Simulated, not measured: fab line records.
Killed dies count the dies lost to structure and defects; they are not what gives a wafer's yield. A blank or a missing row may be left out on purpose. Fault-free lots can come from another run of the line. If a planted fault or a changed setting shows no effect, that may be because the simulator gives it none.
Struck lot and sound lot, side by side || flow n5 finfet || 19 steps out of a route of 1938
Sound: the wafers L207.1, L207.5, L207.6. Struck: wafer L219.5 (left out: L219.2, a lot-mate that was not struck); the cause follows at the end.
For every step that has rows: the tool of each side, followed by ch and its chambers, followed by its first start. Under that, the readings that differ: sound wafers || struck wafers || difference of the means || sigmas: that difference in standard deviations of wafers without a fault.
alike: same words and numbers on both sides, and readings whose means sit less than 2 such deviations apart. not compared: any withheld reading, any reading some wafer has no value for, any bound like >300 that may hide the same value, and any number with overlapping values for which the record gives no deviation.
A row with sigmas, a row that says differs or no value, or rows on one side alone: a step with any of these is where the two part. Numbers that don't overlap but have no deviation are shown without sigmas and don't part them. A reading that every wafer of one side lacks parts them only if that side has two wafers or more.

N5_FIN_SAQP_HM_DEP_03: deposits SiNx from SiH4/NH3/N2, target thk 38 nm, time 33.6 s.
  sound on pecvd-03 ch 0,1, day 3 03:47; struck on pecvd-03 ch 2, day 6 02:46
  alike: heater power w, showerhead plenum p Torr, throttle valve pct
N5_FIN_SAQP_THK_MEAS_05:
  struck on film metro-02, day 6 02:52; sound on film metro-01, day 3 03:52
  alike: thk nm
N5_FIN_SAQP_PECVD_47: deposits a-Si from SiH4/He, target thk 45 nm, time 36.3 s.
  sound on pecvd-01 ch 0,2, day 3 03:55; struck on pecvd-01 ch 2, day 6 02:54
  alike: heater power w, showerhead plenum p Torr, throttle valve pct
N5_FIN_SAQP_PECVD_48: deposits SiNx from SiH4/NH3/N2, target thk 25 nm, time 22.1 s.
  sound on pecvd-01 ch 0,2, day 3 03:57; struck on pecvd-01 ch 2, day 6 02:56
  alike: heater power w, showerhead plenum p Torr, throttle valve pct
N5_FIN_SAQP_PECVD_06: deposits a-Si from SiH4/He, target thk 60 nm, time 48.1 s.
  sound on pecvd-01 ch 0,2, day 3 03:59; struck on pecvd-01 ch 2, day 6 02:59
  alike: heater power w, showerhead plenum p Torr, throttle valve pct
N5_FIN_SAQP_THK_MEAS_07:
  struck on film metro-01, day 6 03:04; sound on film metro-02, day 3 04:05
  alike: thk nm
N5_FIN_SAQP_HM_DEP_72: deposits SiO2 from SiH4/N2O, target thk 12 nm, time 7.2 s.
  sound on pecvd-04 ch 0,2, day 3 04:07; struck on pecvd-04 ch 2, day 6 03:07
{"reading": "heater power w (W)", "sound": "702 764 706", "struck": 884, "difference": "+160", "sigmas": "+3"}
  alike: showerhead plenum p Torr
then, 5 steps without rows for these wafers: N5_FIN_SAQP_COAT_49 (time 60 s, resist thk 100 nm); N5_FIN_SAQP_COAT_50 (time 60 s, resist thk 35 nm); N5_FIN_SAQP_COAT_10 (resist thk 90 nm); N5_FIN_SAQP_EBR_12; N5_FIN_SAQP_SOFTBAKE_11 (time 60 s).
N5_FIN_SAQP_EXPOSE_13: exposes mask FIN CORE, target cd 35.6 nm.
  sound on arfi scanner-03 ch 0, day 3 04:26; struck on arfi scanner-03 ch 0, day 6 03:19
  alike: mask
then, 2 steps without rows for these wafers: N5_FIN_SAQP_PEB_14 (peb time 60 s); N5_FIN_SAQP_DEVELOP_15 (develop time 30 s).
N5_FIN_SAQP_CD_MEAS_16: target cd 35.6 nm.
  sound on cd sem-03 ch 0, day 3 04:34; struck on cd sem-02 ch 0, day 6 03:26
{"reading": "cd nm (nm)", "sound": "36.3 36.4 35.4", "struck": 33.9, "difference": -2.1, "sigmas": -6}
N5_FIN_SAQP_OVL_MEAS_17:
  sound on overlay-01 ch 0, day 3 04:37; struck on overlay-01 ch 0, day 6 03:28
{"reading": "FIN_CORE_OVL (nm)", "sound": "0.0 -1.2 0.2", "struck": 2.0, "difference": "+2.3", "sigmas": "+3"}
-- record jumps: 7 days separate the struck wafers' starts on either side; left off in module FIN_SAQP, taken up again in module BEOL_M4, whose first shown step is the route's number 1111 --
N5_BEOL_M4_RC_MEAS_101:
  sound on prober-01 ch 0, day 8 21:13; struck on prober-02 ch 0, day 12 16:18
{"reading": "ION_P (uA/um)", "sound": "459 455 471", "struck": 483, "difference": "+21", "sigmas": "+2"}
  alike: DIBL_N, DIBL_P, IOFF_N, IOFF_P, ION_N, SS_N, SS_P, VT_N, VT_P
-- record jumps: 4 days separate the struck wafers' starts on either side; left off in module BEOL_M4, taken up again in module PASSIVATION, whose first shown step is the route's number 1936 --
N5_PASSIVATION_PROBE_49:
  struck on prober-02, day 17 02:55; sound on prober-02, day 13 11:20
  alike: defect limited yield, killed_at_M0_to_M3, killed_at_M4_up, killed at contacts, killed at front end, killed at other, killed dies, killed open, killed short, sort_bin_5_function, sort_bin_6_memory, sort n pass, sort yield pct

## WHERE THEY PART
First at N5_FIN_SAQP_HM_DEP_72; last, within this record, at N5_BEOL_M4_RC_MEAS_101. Later steps at which nothing parts them and some readings are alike: N5_PASSIVATION_PROBE_49.

WHY: the cause the simulator had injected
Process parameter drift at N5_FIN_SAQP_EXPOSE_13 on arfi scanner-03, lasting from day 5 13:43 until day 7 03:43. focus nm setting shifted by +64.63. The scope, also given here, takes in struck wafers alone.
